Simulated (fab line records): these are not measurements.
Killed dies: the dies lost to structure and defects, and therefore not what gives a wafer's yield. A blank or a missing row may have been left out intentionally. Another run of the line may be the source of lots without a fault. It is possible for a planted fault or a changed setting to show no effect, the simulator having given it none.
3 desks, one fault / flow n5-finfet / only its own numbers are on each desk; what lay behind them is given at the end

## THE DEFECT DESK
For each lot, the counts of the inspections along the route, averaged over the sampled wafers that have a number. The brackets show how far a lot's mean lies from the usual mean; more than 4 standard deviations puts the lot out of limits, marked OUT.
Columns: A = raw-defect-count at N5_BEOL_M4_INSPECT_30, usual 375
lot=L176; first seen here=day 8 17:52; A=355
lot=L179; first seen here=day 9 02:02; A=343
lot=L184; first seen here=day 10 00:18; A=327
lot=L191; first seen here=day 12 07:14; A=1445 (+14) OUT
lot=L193; first seen here=day 12 09:19; A=1528 (+15) OUT
lot=L192; first seen here=day 12 15:41; A=1597 (+16) OUT
lot=L194; first seen here=day 12 18:44; A=491
lot=L197; first seen here=day 14 01:35; A=485
lot=L199; first seen here=day 14 13:34; A=335
This desk's finding: out of limits on L191, L192, L193; first on L191, day 12 07:14 (raw-defect-count at N5_BEOL_M4_INSPECT_30). Within limits: L176, L179, L184, L194, L197, L199.

## AT THE TOOL OWNER'S DESK: rie-diel-04
The tool's own readings at N5_BEOL_M4_STRIP_19 (strips in O2): means of the sampled wafers that have a number, for each lot that ran on this tool. The brackets show how far a lot's mean lies from the usual mean; more than 4 standard deviations puts the lot out of limits, marked OUT.
Columns: A = drypump-motor-current-A at N5_BEOL_M4_STRIP_19, usual 5.6 A; B = oes-product-au at N5_BEOL_M4_STRIP_19, usual 0.81 a.u.; C = rf-vpp-V at N5_BEOL_M4_STRIP_19, usual 3.7 V; D = showerhead-plenum-p-Torr at N5_BEOL_M4_STRIP_19, usual 2.11 Torr; E = throttle-valve-pct at N5_BEOL_M4_STRIP_19, usual 16.59 %
lot=L176; first seen here=day 8 17:23; A=5.8; B=0.78; C=3.4; D=2.09; E=16.62
lot=L179; first seen here=day 9 01:26; A=6.3; B=0.85; C=3.2; D=2.12; E=16.45
lot=L191; first seen here=day 12 06:46; A=6.3; B=0.82; C=3.4; D=2.14; E=16.47
lot=L193; first seen here=day 12 08:50; A=5.8; B=0.82; C=3.3; D=2.14; E=16.56
lot=L192; first seen here=day 12 15:11; A=6.2; B=0.76; C=4.1; D=2.12; E=16.77
Finding of this desk: none of the 5 lots has anything out of limits.

## FROM THE METROLOGY DESK
Means of the sampled wafers that have a number, per lot and without regard to the tool the lot ran on: this is what the gauges read. The brackets show how far a lot's mean lies from the usual mean; more than 4 standard deviations puts the lot out of limits, marked OUT. 7 of its 11 readings are shown, namely those furthest out on some lot.
Columns: A = DIBL_N at N5_BEOL_M4_RC_MEAS_101, usual 36.4 mV/V; B = DIBL_P at N5_BEOL_M4_RC_MEAS_101, usual 35.8 mV/V; C = IOFF_N at N5_BEOL_M4_RC_MEAS_101, usual 0.158 nA/um; D = IOFF_P at N5_BEOL_M4_RC_MEAS_101, usual 0.21 nA/um; E = ION_P at N5_BEOL_M4_RC_MEAS_101, usual 465 uA/um; F = VT_N at N5_BEOL_M4_RC_MEAS_101, usual 249.8 mV; G = VT_P at N5_BEOL_M4_RC_MEAS_101, usual -250 mV
lot=L176; first seen here=day 8 16:30; A=38.1; B=38.0; C=0.202; D=0.23; E=457; F=247.5; G=-251
lot=L179; first seen here=day 9 00:52; A=36.8; B=37.3; C=0.152; D=0.18; E=445; F=251.6; G=-255
lot=L184; first seen here=day 9 23:07; A=35.9; B=35.2; C=0.146; D=0.21; E=465; F=252.8; G=-248
lot=L191; first seen here=day 12 04:35; A=35.5; B=34.6; C=0.145; D=0.19; E=462; F=250.7; G=-251
lot=L193; first seen here=day 12 08:16; A=37.2; B=37.7; C=0.176; D=0.27; E=470; F=247.4; G=-244
lot=L192; first seen here=day 12 14:30; A=37.0; B=35.5; C=0.175; D=0.22; E=473; F=245.9; G=-249
lot=L194; first seen here=day 12 17:37; A=35.0; B=33.5; C=0.138; D=0.19; E=459; F=250.5; G=-249
lot=L197; first seen here=day 14 00:37; A=36.5; B=36.5; C=0.155; D=0.22; E=470; F=250.5; G=-250
lot=L199; first seen here=day 14 12:25; A=31.8; B=31.8; C=0.109; D=0.16; E=460; F=254.5; G=-253
Finding of this desk: none of the 9 lots has anything out of limits.

## TAKEN TOGETHER
The defect desk could have raised an alarm at day 12 07:14, on L191, L192, L193.
Nothing out of limits was seen by the tool owner's desk.
Metrology desk: nothing out of limits seen.
On record at the tool owner's desk: L191, L192, L193, within its limits.
The metrology desk holds a record of L191, L192, L193, inside its limits.
Of the lots named, all ran N5_BEOL_M4_STRIP_19 on rie-diel-04.

## WHAT THE SIMULATOR PUT IN
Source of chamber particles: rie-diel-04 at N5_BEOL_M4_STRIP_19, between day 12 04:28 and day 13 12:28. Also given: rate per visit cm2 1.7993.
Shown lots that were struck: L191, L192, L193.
Hours from the fault's start to each desk's first reading out of limits: the defect desk, 3.
